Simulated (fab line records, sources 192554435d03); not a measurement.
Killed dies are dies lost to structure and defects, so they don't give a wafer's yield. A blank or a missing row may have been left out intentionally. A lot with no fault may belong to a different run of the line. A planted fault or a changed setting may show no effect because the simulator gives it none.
Which tool is to blame? || flow n5Finfet || route of 1938 steps, sampled at 1 step: 24 lots, 72 wafers

## WHAT EACH GAUGE READ, for each wafer
N5_BEOL_M3_OVL_MEAS_29. Usual: V2_OVL gives 0.6 nm (standard deviation 0.69).
{"lot": "L074", "measured": "day 7 04:07", "on": "overlay-01", "V2_OVL (nm)": "0.3 0.7 -0.4", "flag": ""}
{"lot": "L075", "measured": "day 7 08:20", "on": "overlay-01", "V2_OVL (nm)": "0.4 1.1 0.4", "flag": ""}
{"lot": "L077", "measured": "day 7 19:00", "on": "overlay-01", "V2_OVL (nm)": "1.5 0.7 2.3", "flag": ""}
{"lot": "L078", "measured": "day 7 23:15", "on": "overlay-02", "V2_OVL (nm)": "-0.7 0.4 0.5", "flag": ""}
{"lot": "L079", "measured": "day 8 03:36", "on": "overlay-02", "V2_OVL (nm)": "-0.2 0.1 -0.1", "flag": ""}
{"lot": "L080", "measured": "day 8 10:16", "on": "overlay-02", "V2_OVL (nm)": "0.3 0.2 0.5", "flag": ""}
{"lot": "L081", "measured": "day 8 10:38", "on": "overlay-02", "V2_OVL (nm)": "0.8 1.0 1.0", "flag": ""}
{"lot": "L082", "measured": "day 8 23:33", "on": "overlay-01", "V2_OVL (nm)": "0.8 0.2 0.2", "flag": ""}
{"lot": "L083", "measured": "day 9 07:24", "on": "overlay-02", "V2_OVL (nm)": "0.3 0.7 -0.1", "flag": ""}
{"lot": "L084", "measured": "day 9 12:43", "on": "overlay-01", "V2_OVL (nm)": "-0.7 -0.2 0.4", "flag": ""}
{"lot": "L085", "measured": "day 9 18:34", "on": "overlay-02", "V2_OVL (nm)": "1.2 0.3 1.2", "flag": ""}
{"lot": "L086", "measured": "day 10 01:47", "on": "overlay-01", "V2_OVL (nm)": "2.1 1.3 1.7", "flag": ""}
{"lot": "L087", "measured": "day 10 09:05", "on": "overlay-01", "V2_OVL (nm)": "1.4 0.0 0.5", "flag": ""}
{"lot": "L088", "measured": "day 10 09:26", "on": "overlay-01", "V2_OVL (nm)": "0.5 0.9 0.4", "flag": ""}
{"lot": "L089", "measured": "day 10 10:13", "on": "overlay-02", "V2_OVL (nm)": "1.1 1.8 1.8", "flag": ""}
{"lot": "L090", "measured": "day 10 22:47", "on": "overlay-01", "V2_OVL (nm)": "0.4 0.4 1.7", "flag": ""}
{"lot": "L091", "measured": "day 11 02:53", "on": "overlay-02", "V2_OVL (nm)": "1.0 0.7 1.1", "flag": ""}
{"lot": "L092", "measured": "day 11 10:34", "on": "overlay-01", "V2_OVL (nm)": "0.2 0.9 1.4", "flag": ""}
{"lot": "L093", "measured": "day 11 19:07", "on": "overlay-01", "V2_OVL (nm)": "0.5 -0.2 0.3", "flag": ""}
{"lot": "L094", "measured": "day 12 16:25", "on": "overlay-02", "V2_OVL (nm)": "-1.4 0.3 -0.7", "flag": ""}
{"lot": "L076", "measured": "day 12 16:38", "on": "overlay-02", "V2_OVL (nm)": "0.2 0.9 1.0", "flag": ""}
{"lot": "L095", "measured": "day 12 22:53", "on": "overlay-02", "V2_OVL (nm)": "0.4 0.7 -0.5", "flag": ""}
{"lot": "L097", "measured": "day 13 13:14", "on": "overlay-01", "V2_OVL (nm)": "0.4 0.4 1.2", "flag": ""}
{"lot": "L096", "measured": "day 13 20:11", "on": "overlay-01", "V2_OVL (nm)": "1.0 1.2 1.5", "flag": ""}

## TOOL THAT RAN EACH LOT (tool first, then ch and the chambers of the sampled wafers, then the start)
There is no process step in the record ahead of these readings.

## AS READ BY THE TOOLS THEMSELVES (means over the sampled wafers that have a number; for cases with no such wafer, the mark the record gives instead)
The record holds no such reading with a usual standard deviation.

## THE ANSWER, worked out from the rows above alone
Rule: take the mean of a lot's wafers that have a number; if it is more than 3 standard deviations from the usual mean, the lot is off. Also off: a lot with no number at a reading for which 4 or more lots have one. Where the step has rows for the other lots, those lots are counted as sound. After the gauges, taken in route order, come the tools' own readings; for these a lot's mean is taken, as printed above. At the first step where some lot is off, the reading lying furthest off is the one used; lots without a number count as furthest.
None of the lots is off at any reading shown; this tells nothing.

## WHAT THE SIMULATOR PUT IN
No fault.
